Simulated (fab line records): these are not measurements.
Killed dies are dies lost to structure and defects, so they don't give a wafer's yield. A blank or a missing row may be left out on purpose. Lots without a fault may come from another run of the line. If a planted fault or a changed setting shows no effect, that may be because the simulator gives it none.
Matching of chambers	flow n5Finfet	3 sister chambers for N5_BEOL_M5_ETCH_61 on rieDiel-06
The step etches SiARC in CF4, target depth 15.6 nm, time 26 s. 16 wafers are shown with their chamber, then 5 later ones without.

## WAFERS WITH THEIR CHAMBER
wafer	chamber	showerheadPlenumPTorr (Torr)	throttleValvePct (%)	oesProductAu (a.u.)
L077.2	2	2.28	15.50	0.84
L077.4	1	2.10	15.45	0.77
L077.6	2	2.28	15.49	0.84
L078.3	2	2.28	15.48	0.82
L078.4	0	2.04	15.86	0.63
L078.6	0	2.04	15.88	0.62
L084.2	2	2.27	15.52	0.77
L084.4	1	2.10	15.46	0.75
L084.6	0	2.04	15.90	0.62
L086.2	2	2.27	15.53	0.78
L086.3	0	2.04	15.89	0.62
L086.6	1	2.09	15.47	0.75
L090.2	0	2.04	15.90	0.61
L090.3	2	2.27	15.53	0.76
L090.6	0	2.03	15.92	0.61
L092.2	0	2.03	15.90	0.61

SIGNATURES, as means of the wafers listed above
reading	chamber 0	chamber 1	chamber 2	scatter within a chamber
showerheadPlenumPTorr	2.0371	2.0967	2.2750	0.00526
throttleValvePct	15.8929	15.4600	15.5083	0.0189
oesProductAu	0.6171	0.7567	0.8017	0.0234
Rule: a wafer lies at a distance from a chamber equal to the root of the sum of squares, over the readings, of (its reading less the chamber's mean, divided by the reading's scatter). If the next closest chamber is less than 2 further off than the closest, the wafer can't be placed; otherwise it belongs to the closest. How the scatter is found: for the shown wafers, subtract from each reading the mean of its chamber, square and add these, divide the total by (wafers less chambers), then take the root.

## WAFERS WHOSE CHAMBER IS MISSING
wafer	showerheadPlenumPTorr (Torr)	throttleValvePct (%)	oesProductAu (a.u.)
L092.3	2.27	15.53	0.76
L093.1	2.09	15.48	0.73
L093.5	2.27	15.55	0.75
L097.2	2.03	15.93	0.60
L097.5	2.03	15.94	0.61

## WHICH CHAMBER EACH WENT THROUGH
wafer	from the rows above	in truth
L092.3	2	2
L093.1	1	1
L093.5	2	2
L097.2	0	0
L097.5	0	0
5 of 5 placed correctly. From these rows, 0 cannot be placed. Number placed wrongly: 0.
